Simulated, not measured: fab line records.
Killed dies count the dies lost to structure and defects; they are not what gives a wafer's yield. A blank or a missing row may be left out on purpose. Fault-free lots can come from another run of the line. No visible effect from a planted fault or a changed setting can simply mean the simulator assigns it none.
Which of the tools did it? -- flow n5 finfet -- 22 lots with 66 wafers sampled at 6 steps, on a route of 1938 steps

== WHAT THE GAUGES SHOWED, per wafer ==
N5_BEOL_M12_CD_MEAS_10 targets a cd of 140 nm. Usual: cd nm at 140.2 nm, with a standard deviation of 1.6.
lot,measured,on,cd nm (nm),flag
L074,day 10 17:34,cd sem-01,141.7 140.9 141.3,
L077,day 10 19:11,cd sem-02,138.8 138.0 138.3,
L075,day 10 19:35,cd sem-03,138.4 138.1 139.0,
L076,day 10 23:04,cd sem-01,141.7 138.3 140.7,
L079,day 11 23:58,cd sem-03,138.3 138.1 139.4,
L081,day 12 07:05,cd sem-01,142.0 142.2 144.1,
L083,day 12 11:11,cd sem-01,139.1 140.8 140.2,
L082,day 12 12:05,cd sem-02,143.8 143.5 142.0,
L084,day 12 20:01,cd sem-01,141.6 141.1 140.9,
L085,day 13 03:15,cd sem-01,140.8 137.6 139.9,
L086,day 13 11:44,cd sem-01,139.8 139.2 137.6,
L087,day 13 19:34,cd sem-01,138.8 138.1 138.5,
L088,day 14 03:04,cd sem-02,141.0 139.8 139.5,
L090,day 14 05:04,cd sem-03,139.5 140.9 139.9,
L091,day 14 09:14,cd sem-02,137.1 139.6 137.6,
L089,day 14 12:56,cd sem-02,139.6 140.4 141.0,
L092,day 15 04:40,cd sem-02,137.7 141.6 141.1,
L093,day 15 14:06,cd sem-02,143.9 143.8 142.8,
L095,day 15 13:40,cd sem-01,141.1 141.6 140.2,
L094,day 15 16:10,cd sem-01,139.3 140.9 139.6,
L096,day 16 02:21,cd sem-01,138.5 137.6 138.5,
L097,day 16 05:13,cd sem-02,141.1 140.0 140.4,

== TOOL THAT RAN EACH LOT (tool first, then ch and the chambers of the sampled wafers, then the start) ==
lot,N5_BEOL_M10_ETCH_66,N5_BEOL_M10_TRENCH_ETCH_37,N5_BEOL_M10_ALD_74,N5_BEOL_M11_DESCUM_33,N5_BEOL_M11_CURE_72
L074,"rie diel-02 ch 2,3, day 10 03:38","rie diel-02 ch 2,3, day 10 05:08 or earlier","ald metal-03 ch 0,1,3, day 10 05:08","rie diel-05 ch 0,3, day 10 13:25","uv cure-03 ch 2, day 10 14:25"
L077,"rie diel-02 ch 0,3, day 10 08:09","rie diel-02 ch 0,3, day 10 09:26 or earlier","ald metal-04 ch 1,2, day 10 09:26","rie diel-01 ch 0,2,3, day 10 14:54","uv cure-02 ch 0, day 10 15:35"
L075,"rie diel-04 ch 2,3, day 10 08:19","rie diel-04 ch 2,3, day 10 10:03 or earlier","ald metal-04 ch 1,2,3, day 10 10:03","rie diel-03 ch 1,2,3, day 10 15:53","uv cure-02 ch 0, day 10 16:41"
L076,"rie diel-06 ch 0,1,3, day 10 13:29","rie diel-06 ch 0,1,3, day 10 14:34 or earlier","ald metal-03 ch 1,2, day 10 14:34","rie diel-01 ch 0,2,3, day 10 19:46","uv cure-02 ch 2, day 10 20:30"
L079,"rie diel-04 ch 1,2, day 11 08:19","rie diel-04 ch 1,2, day 11 11:10 or earlier","ald metal-04 ch 1,2,3, day 11 11:10","rie diel-05 ch 2,3, day 11 19:20","uv cure-03 ch 1, day 11 20:02"
L081,"rie diel-02 ch 1,2, day 11 17:44","rie diel-02 ch 1,2, day 11 18:56 or earlier","ald metal-04 ch 2,3, day 11 18:56","rie diel-01 ch 0,2,3, day 12 03:53","uv cure-01 ch 2, day 12 04:35"
L083,"rie diel-06 ch 1,2,3, day 11 21:55","rie diel-06 ch 1,2,3, day 11 23:31 or earlier","ald metal-04 ch 0,2,3, day 11 23:31","rie diel-05 ch 1,2,3, day 12 07:43","uv cure-01 ch 1, day 12 08:25"
L082,"rie diel-06 ch 0,2,3, day 11 22:23","rie diel-06 ch 0,2,3, day 11 23:52 or earlier","ald metal-04 ch 1,3, day 11 23:52","rie diel-03 ch 1,2,3, day 12 07:52","uv cure-02 ch 0, day 12 08:49"
L084,"rie diel-04 ch 0,3, day 12 07:55","rie diel-04 ch 0,3, day 12 09:10 or earlier","ald metal-04 ch 1,2,3, day 12 09:10","rie diel-05 ch 0,3, day 12 16:28","uv cure-02 ch 0, day 12 17:23"
L085,"rie diel-06 ch 0,1, day 12 16:32","rie diel-06 ch 0,1, day 12 17:53 or earlier","ald metal-02 ch 0,1,2, day 12 17:53","rie diel-05 ch 0,3, day 12 23:19","uv cure-03 ch 0, day 13 00:08"
L086,"rie diel-02 ch 2,3, day 12 23:10","rie diel-02 ch 2,3, day 13 00:34 or earlier","ald metal-03 ch 0,1,3, day 13 00:34","rie diel-05 ch 0,2,3, day 13 07:45","uv cure-01 ch 1, day 13 08:26"
L087,"rie diel-04 ch 1,2,3, day 13 04:58","rie diel-04 ch 1,2,3, day 13 08:04 or earlier","ald metal-02 ch 0,1, day 13 08:04","rie diel-05 ch 0,3, day 13 14:41","uv cure-02 ch 0, day 13 15:26"
L088,"rie diel-04 ch 0,2, day 13 16:55","rie diel-04 ch 0,2, day 13 17:59 or earlier","ald metal-02 ch 1,3, day 13 17:59","rie diel-01 ch 0,2, day 13 23:44","uv cure-02 ch 2, day 14 00:29"
L090,"rie diel-02 ch 0,1,2, day 13 17:05","rie diel-02 ch 0,1,2, day 13 18:14 or earlier","ald metal-03 ch 1,2, day 13 18:14","rie diel-01 ch 0,2, day 14 00:12","uv cure-01 ch 1, day 14 00:53"
L091,"rie diel-04 ch 1,2,3, day 13 23:49","rie diel-04 ch 1,2,3, day 14 00:52 or earlier","ald metal-03 ch 1,2, day 14 00:52","rie diel-05 ch 0,3, day 14 05:46","uv cure-02 ch 2, day 14 06:37"
L089,"rie diel-04 ch 1,2,3, day 14 00:27","rie diel-04 ch 1,2,3, day 14 01:28 or earlier","ald metal-04 ch 1,2,3, day 14 01:28","rie diel-03 ch 1,2, day 14 07:49","uv cure-03 ch 0, day 14 08:33"
L092,"rie diel-04 ch 0,1,2, day 14 15:39","rie diel-04 ch 0,1,2, day 14 17:12 or earlier","ald metal-03 ch 0,1,2, day 14 17:12","rie diel-03 ch 0,1,3, day 14 23:11","uv cure-02 ch 2, day 14 23:57"
L093,"rie diel-04 ch 1,3, day 14 22:39","rie diel-04 ch 1,3, day 15 00:44 or earlier","ald metal-03 ch 0,1, day 15 00:44","rie diel-01 ch 2,3, day 15 09:49","uv cure-02 ch 1, day 15 10:31"
L095,"rie diel-04 ch 0,1,2, day 15 01:38","rie diel-04 ch 0,1,2, day 15 03:10 or earlier","ald metal-03 ch 0,2,3, day 15 03:10","rie diel-05 ch 0,2,3, day 15 09:13","uv cure-03 ch 1, day 15 09:53"
L094,"rie diel-02 ch 1,2,3, day 15 01:49","rie diel-02 ch 1,2,3, day 15 03:41 or earlier","ald metal-03 ch 1,2,3, day 15 03:41","rie diel-05 ch 0,1,3, day 15 11:14","uv cure-03 ch 0, day 15 11:58"
L096,"rie diel-04 ch 0,1,3, day 15 13:50","rie diel-04 ch 0,1,3, day 15 15:17 or earlier","ald metal-02 ch 1,2, day 15 15:17","rie diel-03 ch 1,3, day 15 22:44","uv cure-01 ch 2, day 15 23:31"
L097,"rie diel-06 ch 2,3, day 15 18:59","rie diel-06 ch 2,3, day 15 20:35 or earlier","ald metal-03 ch 0,2,3, day 15 20:35","rie diel-03 ch 2,3, day 16 01:35","uv cure-01 ch 1, day 16 02:29"
- N5_BEOL_M10_ETCH_66: etches SOC in N2/H2, target depth 120 nm, overetch 24 nm, time 180 s.
- N5_BEOL_M10_TRENCH_ETCH_37: etches SiCOH lowk in C4F6/O2, target depth 148.83 nm, time 48 s.
- N5_BEOL_M10_ALD_74: deposits TaN, target thk 2 nm, pulse time 2 s, purge time 3 s.
- N5_BEOL_M11_DESCUM_33: chemistry O2, time 7.9 s.
- N5_BEOL_M11_CURE_72: cures SiCOH lowk, time 120 s.

== AS READ BY THE TOOLS THEMSELVES (means over the sampled wafers that have a number; for cases with no such wafer, the mark the record gives instead) ==
N5_BEOL_M10_ETCH_66. Usual: bias w 150.0 W, standard deviation 0.48; drypump motor current A 5.9 A, standard deviation 0.53; h2 flow sccm 200.0 sccm, standard deviation 0.64; oes product au 0.64 a.u., standard deviation 0.056; rf fwd power W 837.0 W, standard deviation 2.6; rf vpp V 523.3 V, standard deviation 2.4; showerhead plenum p Torr 2.53 Torr, standard deviation 0.082; throttle valve pct 17.84 %, standard deviation 0.25.
lot,tool,bias w (W),drypump motor current A (A),h2 flow sccm (sccm),oes product au (a.u.),rf fwd power W (W),rf vpp V (V),showerhead plenum p Torr (Torr),throttle valve pct (%),flag
L074,rie diel-02,150.3,5.6,200.2,0.58,839.6,522.9,2.53,18.30,
L077,rie diel-02,150.2,5.2,199.7,0.59,838.3,522.7,2.50,18.16,
L075,rie diel-04,150.1,6.0,200.1,0.66,832.8,526.6,2.61,17.78,
L076,rie diel-06,150.4,5.8,199.4,0.61,836.5,524.0,2.55,17.94,
L079,rie diel-04,150.3,5.9,200.4,0.70,836.6,521.8,2.48,17.80,
L081,rie diel-02,150.4,5.8,200.1,0.58,834.8,525.1,2.60,18.12,
L083,rie diel-06,149.4,5.5,200.2,0.59,836.5,524.3,2.54,18.01,
L082,rie diel-06,150.0,5.9,200.1,0.60,838.2,521.7,2.47,17.78,
L084,rie diel-04,149.6,6.3,199.3,0.70,840.1,524.3,2.55,17.61,
L085,rie diel-06,150.0,6.5,200.1,0.60,838.1,522.0,2.51,17.80,
L086,rie diel-02,149.8,6.0,200.6,0.68,835.8,522.6,2.54,18.04,
L087,rie diel-04,150.1,6.0,199.0,0.65,838.8,523.8,2.53,17.82,
L088,rie diel-04,149.9,6.0,199.8,0.66,837.7,521.8,2.46,17.81,
L090,rie diel-02,149.7,5.8,199.7,0.69,838.3,523.6,2.55,17.79,
L091,rie diel-04,149.7,5.9,200.7,0.65,836.0,522.6,2.53,17.84,
L089,rie diel-04,150.5,5.9,200.3,0.65,835.3,524.3,2.53,17.83,
L092,rie diel-04,149.8,6.1,199.9,0.67,835.2,522.0,2.47,17.77,
L093,rie diel-04,149.8,6.0,199.5,0.67,837.4,524.6,2.54,17.79,
L095,rie diel-04,149.8,6.1,200.0,0.67,836.4,520.7,2.47,17.78,
L094,rie diel-02,149.9,5.7,200.2,0.70,835.5,523.7,2.55,17.98,
L096,rie diel-04,149.9,6.1,199.9,0.67,835.5,524.4,2.54,17.71,
L097,rie diel-06,149.8,5.6,200.7,0.57,837.2,522.0,2.46,17.87,

N5_BEOL_M10_TRENCH_ETCH_37. Usual: C4F6_flow_sccm 10.000 sccm, standard deviation 0.03; bias w 185.0 W, standard deviation 0.51; drypump motor current A 5.9 A, standard deviation 0.53; oes product au 0.80 a.u., standard deviation 0.075; rf fwd power W 341.2 W, standard deviation 1.6; rf vpp V 668 V, standard deviation 5.8; showerhead plenum p Torr 2.82 Torr, standard deviation 0.087; throttle valve pct 20.92 %, standard deviation 0.23.
lot,tool,C4F6_flow_sccm (sccm),bias w (W),drypump motor current A (A),oes product au (a.u.),rf fwd power W (W),rf vpp V (V),showerhead plenum p Torr (Torr),throttle valve pct (%),flag
L074,rie diel-02,10.005,185.0,5.6,0.71,340.9,663,2.83,21.32,
L077,rie diel-02,10.016,184.6,5.1,0.72,342.5,659,2.79,21.09,
L075,rie diel-04,10.009,184.6,5.9,0.81,340.5,675,2.91,20.87,
L076,rie diel-06,9.987,185.1,5.9,0.76,341.3,672,2.85,20.96,
L079,rie diel-04,9.997,185.7,5.9,0.87,339.5,666,2.77,20.89,
L081,rie diel-02,9.995,184.9,5.8,0.73,338.7,669,2.90,21.15,
L083,rie diel-06,10.001,185.2,5.5,0.74,340.8,673,2.84,21.06,
L082,rie diel-06,10.006,184.6,5.9,0.74,340.8,671,2.77,20.82,
L084,rie diel-04,10.027,184.9,6.4,0.87,342.9,667,2.86,20.84,
L085,rie diel-06,10.004,185.1,6.4,0.73,341.0,669,2.79,20.84,
L086,rie diel-02,9.985,185.2,6.0,0.84,340.5,666,2.84,21.12,
L087,rie diel-04,10.007,185.5,5.9,0.82,341.3,671,2.83,20.92,
L088,rie diel-04,9.995,184.6,6.1,0.81,342.7,669,2.77,20.96,
L090,rie diel-02,9.981,184.6,5.8,0.86,341.0,666,2.84,20.82,
L091,rie diel-04,10.024,185.2,6.0,0.81,341.8,671,2.83,20.93,
L089,rie diel-04,9.995,184.9,5.9,0.80,341.2,671,2.83,20.92,
L092,rie diel-04,10.017,185.1,6.1,0.84,340.7,666,2.77,20.93,
L093,rie diel-04,9.990,185.5,5.9,0.83,341.0,668,2.84,20.88,
L095,rie diel-04,9.995,185.1,6.1,0.83,339.6,667,2.77,20.93,
L094,rie diel-02,9.985,184.8,5.7,0.86,340.8,665,2.85,21.04,
L096,rie diel-04,9.999,185.0,6.2,0.83,341.4,668,2.84,20.88,
L097,rie diel-06,9.974,184.8,5.6,0.70,341.9,672,2.75,20.93,

N5_BEOL_M10_ALD_74. Usual: heater power w at 433 W, with a standard deviation of 53.
lot,tool,heater power w (W),flag
L074,ald metal-03,376,
L077,ald metal-04,492,
L075,ald metal-04,493,
L076,ald metal-03,432,
L079,ald metal-04,494,
L081,ald metal-04,494,
L083,ald metal-04,464,
L082,ald metal-04,486,
L084,ald metal-04,495,
L085,ald metal-02,446,
L086,ald metal-03,386,
L087,ald metal-02,442,
L088,ald metal-02,448,
L090,ald metal-03,434,
L091,ald metal-03,433,
L089,ald metal-04,492,
L092,ald metal-03,413,
L093,ald metal-03,424,
L095,ald metal-03,371,
L094,ald metal-03,397,
L096,ald metal-02,457,
L097,ald metal-03,369,

N5_BEOL_M11_DESCUM_33. Usual: drypump motor current A 5.7 A, standard deviation 0.64; oes product au 0.80 a.u., standard deviation 0.092; rf fwd power W 49.3 W, standard deviation 0.32; rf vpp V 243.0 V, standard deviation 1.5; showerhead plenum p Torr 2.08 Torr, standard deviation 0.089; throttle valve pct 20.36 %, standard deviation 0.18.
lot,tool,drypump motor current A (A),oes product au (a.u.),rf fwd power W (W),rf vpp V (V),showerhead plenum p Torr (Torr),throttle valve pct (%),flag
L074,rie diel-05,6.1,0.80,48.9,240.8,2.01,20.34,
L077,rie diel-01,5.7,0.89,49.3,243.5,2.15,20.35,
L075,rie diel-03,5.3,0.74,49.1,243.8,2.09,20.30,
L076,rie diel-01,5.7,0.89,49.4,244.1,2.15,20.35,
L079,rie diel-05,6.4,0.72,49.1,241.8,2.00,20.59,
L081,rie diel-01,5.7,0.86,49.4,243.9,2.14,20.38,
L083,rie diel-05,6.3,0.79,49.2,241.8,2.01,20.51,
L082,rie diel-03,5.3,0.73,49.1,242.7,2.09,20.32,
L084,rie diel-05,5.4,0.81,48.9,242.2,2.01,20.29,
L085,rie diel-05,6.1,0.77,48.9,241.5,2.00,20.36,
L086,rie diel-05,5.9,0.76,49.3,242.5,2.00,20.46,
L087,rie diel-05,5.4,0.80,48.9,241.7,2.01,20.29,
L088,rie diel-01,6.1,0.85,49.5,243.8,2.14,20.50,
L090,rie diel-01,6.1,0.86,49.6,243.6,2.14,20.50,
L091,rie diel-05,5.4,0.79,48.9,241.9,2.01,20.30,
L089,rie diel-03,5.3,0.71,49.1,245.1,2.17,20.38,
L092,rie diel-03,5.3,0.78,49.5,243.3,2.07,20.26,
L093,rie diel-01,5.9,0.76,49.3,244.3,2.13,20.53,
L095,rie diel-05,5.9,0.74,49.2,240.3,2.00,20.47,
L094,rie diel-05,5.8,0.80,49.0,242.4,2.02,20.39,
L096,rie diel-03,5.3,0.71,49.4,243.1,2.07,20.35,
L097,rie diel-03,5.2,0.72,49.2,243.5,2.08,20.39,

N5_BEOL_M11_CURE_72. Usual: lamp power pct 52.32 %, standard deviation 0.054; wafer_temp_C_max 371.8, standard deviation 0.49.
lot,tool,lamp power pct (%),wafer_temp_C_max,flag
L074,uv cure-03,52.32,371.6,
L077,uv cure-02,52.33,371.3,
L075,uv cure-02,52.29,371.7,
L076,uv cure-02,52.32,371.7,
L079,uv cure-03,52.26,370.9,
L081,uv cure-01,52.35,371.9,
L083,uv cure-01,52.33,372.0,
L082,uv cure-02,52.34,371.7,
L084,uv cure-02,52.30,371.5,
L085,uv cure-03,52.35,371.3,
L086,uv cure-01,52.33,371.8,
L087,uv cure-02,52.27,371.4,
L088,uv cure-02,52.33,372.1,
L090,uv cure-01,52.37,372.2,
L091,uv cure-02,52.31,372.1,
L089,uv cure-03,52.32,371.8,
L092,uv cure-02,52.34,371.9,
L093,uv cure-02,52.26,372.8,
L095,uv cure-03,52.37,371.2,
L094,uv cure-03,52.34,372.0,
L096,uv cure-01,52.38,371.5,
L097,uv cure-01,52.31,372.0,

== THE ANSWER, worked out from the rows above alone ==
Rule: a lot counts as off when the mean over its wafers that have a number is more than 3 standard deviations away from the usual mean. Also off: a lot with no number at a reading for which 4 or more lots have one. The other lots that the step has rows for count as sound. After the gauges, taken in route order, come the tools' own readings; for these a lot's mean is taken, as printed above. The first step at which some lot is off is used, and at that step the reading that is off furthest; a lot without a number counts as furthest.
No lot is off at any reading shown: from this, nothing can be told.

== WHAT THE SIMULATOR HAD INSERTED ==
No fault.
